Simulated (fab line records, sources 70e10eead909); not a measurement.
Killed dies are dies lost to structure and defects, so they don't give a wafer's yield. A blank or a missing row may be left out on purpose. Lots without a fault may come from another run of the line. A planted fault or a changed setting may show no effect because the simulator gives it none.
fab line records | flow nand_harc
record lots=13 wafers=39 last_day=24
route steps=1159 shown P_CONTACT@217 END@1159
lots that met no fault: from a run of the same line without faults
start_h: hours from the record's first day to the start of the lot's first wafer shown | wait_h: hours since the lot's step before | " the same as in the row above | L1.1+2: a row that stands for several wafers | - no value, or no start given | * or withheld: withheld | < > ~ a bound
route shown NAME@n: a module of which the file shows steps, and the number in the route of the first | usual: mean/standard deviation of fault-free wafers | same: alike in all rows | chamber/n: place in a boat | sites: the reading at each site | _std_site: their standard deviation | _edge_site: outer sites' mean less inner sites' | radius_mm: how far each site lies from the wafer's centre | mask NAME#n: copy n | behind: the tool/chamber that last shaped the wafer | hold: why the lot was held/for how many hours/how that ended | device: the transistor (n, p or np) that didn't switch | end of line: the same wafers' tests at the end of the route | a step without rows: its recipe alone | killed: dies lost to structure and defects at the first sort, not the wafer's yield | map: a wafer's dies, x killed, . not, _ none there
set.NAME: the setting as run; set.NAME@STEP: as run at that earlier step | model.NAME: the simulator's own value behind a step, which no gauge read
steps of the route over a sample of lots; a table a step, a row a wafer
services: from which hour (start_h, from the record's first day; less than 0 if before it) a tool's chamber was out of use, for how many hours, and why
## steps
# step NHARC_P_CONTACT_DEP_30
# recipe target_thk_a=300 temp_c=400 target_thk_nm=30 flow_sccm=200 rf_w=450 material=SiNx
# usual heater_power_w=714/92
# columns lot.wafer tool chamber start_h wait_h heater_power_w since_wet_clean_h
L933.3 pecvd-01 0 116.27 0.1 791 47
L933.4 " 1 " " 628 -
L933.6 " 0 " " 789 -
L934.1 pecvd-02 2 122.37 0.1 637 137
L934.6 " 2 " " 632 -
L934.5 " 0 " " 816 -
L936.2 pecvd-01 2 128.39 0.1 581 59
L936.1 " 1 " " 628 59
L936.4 " 1 " " 643 -
L937.2 pecvd-02 0 137.38 0.1 781 152
L937.1 " 2 " " 674 152
L937.6 " 1 " " 793 -
L938.3 pecvd-03 1 144.81 0.1 651 21
L938.1 " 2 " " 716 21
L938.6 " 2 " " 722 -
L939.2 pecvd-02 0 147.10 0.1 787 162
L939.1 " 1 " " 716 162
L939.6 " 1 " " 712 -
L942.2 pecvd-03 2 165.34 0.1 738 41
L942.1 " 0 " " 776 41
L942.5 " 2 " " 741 -
L941.1 pecvd-01 1 165.81 0.4 546 96
L941.3 " 2 " " 670 96
L941.6 " 2 " " 690 -
L943.1 pecvd-03 2 186.82 0.1 707 63
L943.6 " 1 " " 589 -
L943.4 " 2 " " 665 -
L946.2 pecvd-02 0 188.01 0.1 784 22
L946.3 " 1 " " 677 22
L946.6 " 0 " " 789 -
L944.1 pecvd-02 1 189.04 0.1 802 23
L944.6 " 1 " " 803 -
L944.5 " 2 " " 684 -
L945.1 pecvd-03 0 194.08 0.1 791 70
L945.3 " 1 " " 629 70
L945.4 " 0 " " 778 -
L955.1 pecvd-03 1 246.43 0.2 556 122
L955.2 " 0 " " 699 123
L955.4 " 0 " " 696 -
# step NHARC_P_CONTACT_CMP_01
# recipe target_thk_nm=200 material=SiO2
# usual motor_current_A=12.1/1.1
# columns lot.wafer tool chamber start_h wait_h motor_current_A
L933.3 cmp-04 1 116.96 - 11.5
L933.4 " 2 " " 12.3
L933.6 " 1 " " 11.8
L934.1 cmp-03 1 123.13 - 12.8
L934.5 " 3 " " 11.4
L934.6 " 0 " " 12.1
L936.4 cmp-03 0 129.10 - 11.4
L936.1 " 1 " " 12.8
L936.2 " 2 " " 12.7
L937.1 cmp-03 1 138.09 - 14.0
L937.2 " 0 " " 11.6
L937.6 " 1 " " 13.0
L938.1 cmp-03 2 145.50 - 12.9
L938.3 " 3 " " 11.0
L938.6 " 2 " " 12.7
L939.1 cmp-04 3 147.81 - 11.8
L939.2 " 2 " " 12.5
L939.6 " 3 " " 12.4
L942.2 cmp-04 2 166.05 - 12.0
L942.1 " 3 " " 11.8
L942.5 " 3 " " 11.5
L941.3 cmp-04 0 166.52 - 13.7
L941.1 " 2 " " 12.4
L941.6 " 1 " " 11.5
L943.4 cmp-03 1 187.52 - 13.2
L943.1 " 3 " " 11.4
L943.6 " 1 " " 13.5
L946.2 cmp-02 2 188.68 - 9.6
L946.3 " 0 " " 12.0
L946.6 " 2 " " 10.1
L944.1 cmp-03 2 189.85 - 12.7
L944.6 " 3 " " 11.2
L944.5 " 0 " " 11.7
L945.4 cmp-02 3 194.79 - 12.8
L945.3 " 0 " " 10.6
L945.1 " 1 " " 13.1
L955.2 cmp-03 1 247.14 - 13.6
L955.4 " 2 " " 12.6
L955.1 " 0 " " 11.6
# step NHARC_P_CONTACT_EXPOSE_09
# recipe na=1.35 target_cd_nm=90 dose_mj=81.26 mask_id=P_CA
# columns lot.wafer tool chamber start_h wait_h mask
L933.3+4+6 arfi_scanner-02 0 117.63 - P_CA#0
L934.1+5+6 arfi_scanner-02 0 123.64 - P_CA#0
L936.1+2+4 arfi_scanner-02 0 129.79 - P_CA#0
L937.1+2+6 arfi_scanner-02 0 138.70 - P_CA#0
L938.1+3+6 arfi_scanner-02 0 146.08 - P_CA#0
L939.1+2+6 arfi_scanner-02 0 148.39 - P_CA#0
L942.1+2+5 arfi_scanner-03 0 166.75 - P_CA#0
L941.1+3+6 arfi_scanner-02 0 167.22 - P_CA#0
L943.1+4+6 arfi_scanner-03 0 188.19 - P_CA#0
L946.2+3+6 arfi_scanner-01 0 189.38 - P_CA#0
L944.1+5+6 arfi_scanner-03 0 190.46 - P_CA#0
L945.1+3+4 arfi_scanner-01 0 195.48 - P_CA_R1#0
L955.1+2+4 arfi_scanner-01 0 247.83 - P_CA#0
# step NHARC_P_CONTACT_CD_MEAS_12
# recipe target_cd_nm=90 landing_energy_ev=500
# usual cd_nm=90.2/0.57
# columns lot.wafer tool chamber start_h wait_h cd_nm
L933.3 cd_sem-02 0 117.77 - 89.3
L933.4 " 0 " " 88.9
L933.6 " 0 " " 89.7
L934.1 cd_sem-02 0 123.78 - 89.7
L934.5 " 0 " " 90.5
L934.6 " 0 " " 91.4
L936.1 cd_sem-02 0 129.93 - 90.4
L936.2 " 0 " " 89.7
L936.4 " 0 " " 90.4
L937.1 cd_sem-02 0 138.85 - 89.4
L937.2 " 0 " " 89.6
L937.6 " 0 " " 89.6
L938.1 cd_sem-01 0 146.22 - 90.2
L938.3 " 0 " " 90.2
L938.6 " 0 " " 90.1
L939.1 cd_sem-03 0 148.53 - 91.6
L939.2 " 0 " " 90.4
L939.6 " 0 " " 90.6
L942.1 cd_sem-01 0 166.89 - 89.9
L942.2 " 0 " " 90.7
L942.5 " 0 " " 90.6
L941.1 cd_sem-02 0 167.36 - 89.6
L941.3 " 0 " " 90.4
L941.6 " 0 " " 90.3
L943.1 cd_sem-03 0 188.33 - 90.3
L943.4 " 0 " " 89.9
L943.6 " 0 " " 90.3
L946.2 cd_sem-02 0 189.52 - 90.2
L946.3 " 0 " " 91.0
L946.6 " 0 " " 90.2
L944.1 cd_sem-02 0 190.60 - 89.5
L944.5 " 0 " " 90.2
L944.6 " 0 " " 90.7
L945.1 cd_sem-03 0 195.61 - 92.1
L945.3 " 0 " " 92.8
L945.4 " 0 " " 92.5
L955.1 cd_sem-02 0 247.97 - 90.4
L955.2 " 0 " " 90.2
L955.4 " 0 " " 91.3
# step NHARC_P_CONTACT_ETCH_35
# recipe target_depth_a=390 over_etch_frac=0.3 time_s=65 ion_energy_ev=80 cf4_flow_sccm=150 ar_flow_sccm=0 rf_w=300 bias_w=100 chemistry=CF4
# usual cf4_flow_sccm=150.1/0.44 drypump_motor_current_A=5.9/0.43 oes_product_au=1.000/0.012 rf_vpp_V=151.5/1.1 showerhead_plenum_p_Torr=1.79/0.054 throttle_valve_pct=13.283/0.0093
# columns lot.wafer tool chamber start_h wait_h cf4_flow_sccm drypump_motor_current_A oes_product_au rf_hours_counter_h rf_vpp_V showerhead_plenum_p_Torr throttle_valve_pct
L933.4 rie_diel-02 3 118.05 0.1 149.3 5.5 1.000 14 148.9 1.66 13.276
L933.3 " 0 " " 150.4 5.6 1.003 14 152.4 1.84 13.282
L933.6 " 2 " " 150.6 5.3 1.003 - 149.4 1.75 13.286
L934.1 rie_diel-02 3 124.06 0.1 150.1 5.5 1.002 14 149.6 1.65 13.278
L934.6 " 1 " " 150.7 5.0 0.988 - 152.5 1.76 13.279
L934.5 " 2 " " 150.1 5.3 1.002 - 151.4 1.75 13.284
L936.1 rie_diel-09 2 130.20 0.1 149.8 6.2 1.010 3 150.9 1.81 13.262
L936.2 " 3 " " 150.5 5.8 1.000 3 152.6 1.86 13.286
L936.4 " 0 " " 149.6 6.0 1.018 3 152.1 1.78 13.304
L937.1 rie_diel-02 3 139.13 0.1 150.9 5.6 1.007 16 150.4 1.65 13.279
L937.2 " 0 " " 150.8 5.6 0.998 15 152.5 1.84 13.281
L937.6 " 2 " " 150.4 5.3 1.006 - 151.2 1.75 13.273
L938.1 rie_diel-02 2 146.50 0.1 149.9 5.3 1.003 15 150.1 1.75 13.291
L938.3 " 0 " " 150.8 5.6 0.995 16 152.6 1.83 13.285
L938.6 " 2 " " 149.4 5.3 0.994 - 151.2 1.75 13.281
L939.1 rie_diel-09 3 148.82 0.1 150.5 5.8 0.976 4 152.9 1.86 13.283
L939.2 " 0 " " 149.9 6.0 1.007 5 150.4 1.78 13.285
L939.6 " 2 " " 149.6 6.2 1.026 - 151.7 1.81 13.275
L942.2 rie_diel-09 1 167.16 0.1 151.5 6.5 0.992 8 153.0 1.81 13.294
L942.1 " 2 " " 149.6 6.2 1.001 8 152.8 1.81 13.292
L942.5 " 1 " " 151.2 6.5 0.991 - 151.1 1.81 13.290
L941.3 rie_diel-02 3 167.65 0.1 150.3 5.5 1.012 1 149.5 1.65 13.282
L941.1 " 1 " " 149.8 5.0 0.998 1 150.9 1.76 13.296
L941.6 " 3 " " 150.0 5.5 1.013 - 149.5 1.65 13.279
L943.4 rie_diel-09 1 188.60 0.1 149.9 6.5 0.999 10 152.5 1.81 13.271
L943.1 " 0 " " 149.7 6.0 1.009 9 153.3 1.78 13.278
L943.6 " 1 " " 149.5 6.5 0.989 - 150.9 1.81 13.294
L946.3 rie_diel-09 2 189.78 0.1 149.4 6.2 1.013 9 151.6 1.81 13.267
L946.2 " 3 " " 150.4 5.9 0.988 9 154.3 1.85 13.290
L946.6 " 3 " " 150.7 5.8 0.979 - 153.2 1.85 13.277
L944.1 rie_diel-09 1 190.89 0.1 150.0 6.5 0.995 11 152.9 1.81 13.291
L944.6 " 3 " " 150.2 5.8 0.982 - 151.3 1.85 13.288
L944.5 " 0 " " 149.8 6.0 1.014 - 151.3 1.78 13.260
L945.3 rie_diel-08 3 195.89 0.1 149.9 5.5 1.009 27 150.4 1.68 13.290
L945.1 " 0 " " 150.3 5.7 1.012 24 150.6 1.68 13.274
L945.4 " 1 " " 150.4 5.5 1.006 19 151.1 1.76 13.274
L955.4 rie_diel-09 2 248.24 0.1 149.5 6.2 1.014 17 152.1 1.80 13.289
L955.2 " 3 " " 149.4 5.8 0.975 18 152.6 1.85 13.274
L955.1 " 1 " " 149.0 6.5 1.006 17 151.3 1.81 13.277
# step NHARC_END_SORT_01
# recipe temp_c=25
# usual killed_at_array=29/10 killed_at_other=0.7/1.1 killed_at_periphery=3.2/2.2 killed_dies=33/11 killed_open=3.5/1.8 killed_short=2.0/1.4
# same gross_dies=677
# columns lot.wafer tool chamber start_h wait_h killed_at_array killed_at_other killed_at_periphery killed_dies killed_open killed_short
L943.1 prober-02 0 513.93 2.5 38 0 8 46 3 1
L943.4 prober-02 0 516.32 3.4 43 1 8 52 5 3
L943.6 prober-02 0 517.90 4.0 39 1 7 47 4 2
L946.2 prober-01 0 522.38 2.8 18 0 3 21 2 4
L946.3 prober-01 0 523.19 3.1 22 1 2 25 8 0
L946.6 prober-01 0 525.61 4.0 13 3 2 18 2 0
L945.1 prober-02 0 534.31 2.5 26 0 3 29 3 4
L945.3 prober-02 0 535.91 3.1 18 0 0 18 2 1
L945.4 prober-02 0 536.71 3.4 19 1 1 21 3 1
# killed by level:class
L943.1 A_CHANNEL_HOLE_D1:chamber_film_flake=19 A_SLIT:chamber_film_flake=12 A_STAIRCASE:chamber_film_flake=5 P_M2:chamber_film_flake=4 P_GATE:chamber_film_flake=2 P_GATE:geometric_particle:open=1 P_M2:geometric_particle:open=1 A_ONON_D1:geometric_particle:short=1
L943.4 A_CHANNEL_HOLE_D1:chamber_film_flake=14 A_STAIRCASE:chamber_film_flake=13 A_SLIT:chamber_film_flake=7 P_M2:chamber_film_flake=6 A_ONON_D1:geometric_particle:open=2 A_CHANNEL_FILL_D1:geometric_particle:short=2 A_CONTACT:geometric_particle:open=2 P_GATE:chamber_film_flake=2
L943.6 A_CHANNEL_HOLE_D1:chamber_film_flake=19 A_SLIT:chamber_film_flake=10 P_M2:chamber_film_flake=5 A_STAIRCASE:chamber_film_flake=4 A_SGD_CUT:geometric_particle:open=2 P_GATE:geometric_particle:short=1 A_ONON_D1:geometric_particle:open=1 A_ONON_D1:geometric_particle:short=1
L946.2 A_CONTACT:chamber_film_flake=6 A_SLIT:chamber_film_flake=4 P_M0:geometric_particle:short=1 A_CHANNEL_FILL_D1:geometric_particle:short=1 A_SGD_CUT:geometric_particle:open=1 A_WL_FILL:geometric_particle:short=1 A_CONTACT:geometric_particle:open=1 A_CONTACT:geometric_particle:short=1
L946.3 A_CHANNEL_HOLE_D1:chamber_film_flake=7 A_CONTACT:chamber_film_flake=3 A_CONTACT:geometric_particle:open=2 A_M1:geometric_particle:open=2 A_STAIRCASE:chamber_film_flake=2 A_SLIT:chamber_film_flake=2 A_WL_FILL:chamber_film_flake=2 P_GATE:geometric_particle:open=1
L946.6 A_CONTACT:chamber_film_flake=5 A_CHANNEL_HOLE_D1:chamber_film_flake=4 THIN_TSV:chamber_film_flake=3 A_CHANNEL_HOLE_D1:geometric_particle:open=1 A_M0:geometric_particle:open=1 P_STI:chamber_film_flake=1 P_BONDPAD:chamber_film_flake=1 A_STAIRCASE:chamber_film_flake=1
L945.1 A_CHANNEL_HOLE_D1:chamber_film_flake=8 A_BONDPAD:chamber_film_flake=6 A_CONTACT:chamber_film_flake=5 A_ONON_D1:geometric_particle:short=2 P_GATE:geometric_particle:open=1 A_CHANNEL_FILL_D1:geometric_particle:short=1 A_SGD_CUT:geometric_particle:short=1 A_WL_FILL:geometric_particle:open=1
L945.3 A_BONDPAD:chamber_film_flake=8 A_CHANNEL_HOLE_D1:chamber_film_flake=4 A_CONTACT:chamber_film_flake=3 A_ONON_D1:geometric_particle:open=1 A_WL_FILL:geometric_particle:short=1 A_WL_FILL:geometric_particle:open=1
L945.4 A_CONTACT:chamber_film_flake=7 A_CHANNEL_HOLE_D1:chamber_film_flake=5 A_BONDPAD:chamber_film_flake=4 A_ONON_D1:geometric_particle:short=1 A_SGD_CUT:geometric_particle:open=1 A_M0:geometric_particle:open=1 P_STI:chamber_film_flake=1 STARTING-WAFER:geometric_particle:open=1
## services
# columns tool chamber start_h hours kind
rie_diel-09 3 94.16 6.6 repair
cmp-04 - 105.07 4.0 pm
pecvd-03 - 111.03 13.0 pm
cmp-03 - 112.13 3.6 repair
cmp-02 - 128.50 4.0 pm
arfi_scanner-02 - 137.03 0.4 repair
arfi_scanner-03 - 140.00 4.0 pm
pecvd-03 - 150.60 2.3 repair
rie_diel-02 - 150.73 9.0 pm
pecvd-02 - 153.20 13.0 pm
cmp-03 - 156.00 4.0 pm
arfi_scanner-01 - 163.27 23.8 repair
rie_diel-09 2 175.33 3.8 repair
arfi_scanner-02 - 181.79 8.6 repair
cmp-04 - 189.33 1.9 repair
arfi_scanner-01 - 196.00 4.0 pm
cmp-03 - 196.78 2.9 repair
cmp-04 - 203.07 4.0 pm
rie_diel-02 2 221.94 4.6 repair
arfi_scanner-01 - 222.25 0.4 repair
cmp-02 - 226.56 4.0 pm
pecvd-01 - 237.40 13.0 pm
rie_diel-09 0 238.35 6.3 repair
arfi_scanner-01 - 244.19 0.6 repair
## key
first_sign step=NHARC_P_CONTACT_EXPOSE_09 reading=mask direction=changed
effect step=NHARC_P_CONTACT_CD_MEAS_12 reading=cd_nm direction=up sigmas=4 usual=90.2 struck=92.5
met_at NHARC_P_CONTACT_EXPOSE_09
struck_lots L945
tester_left_out L945
not_acting_at NHARC_P_CONTACT_DEP_30,NHARC_P_CONTACT_CMP_01,NHARC_P_CONTACT_ETCH_35
onset_between 189.38 195.48
fault kind=wrong_mask tool=any chamber=- onset_h=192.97 steps=NHARC_P_CONTACT_EXPOSE_09 aux_copy=P_CA_R1#0 cd_offset_nm=1.9918 scope=struck_lots_only
# tester_left_out: of these lots the tester's yield and bins aren't shown, on N5 and GAA mostly nor the transistor test; their killed dies are dies lost to structure and defects alone, not to doping, threshold or leakage, so they don't give the yield
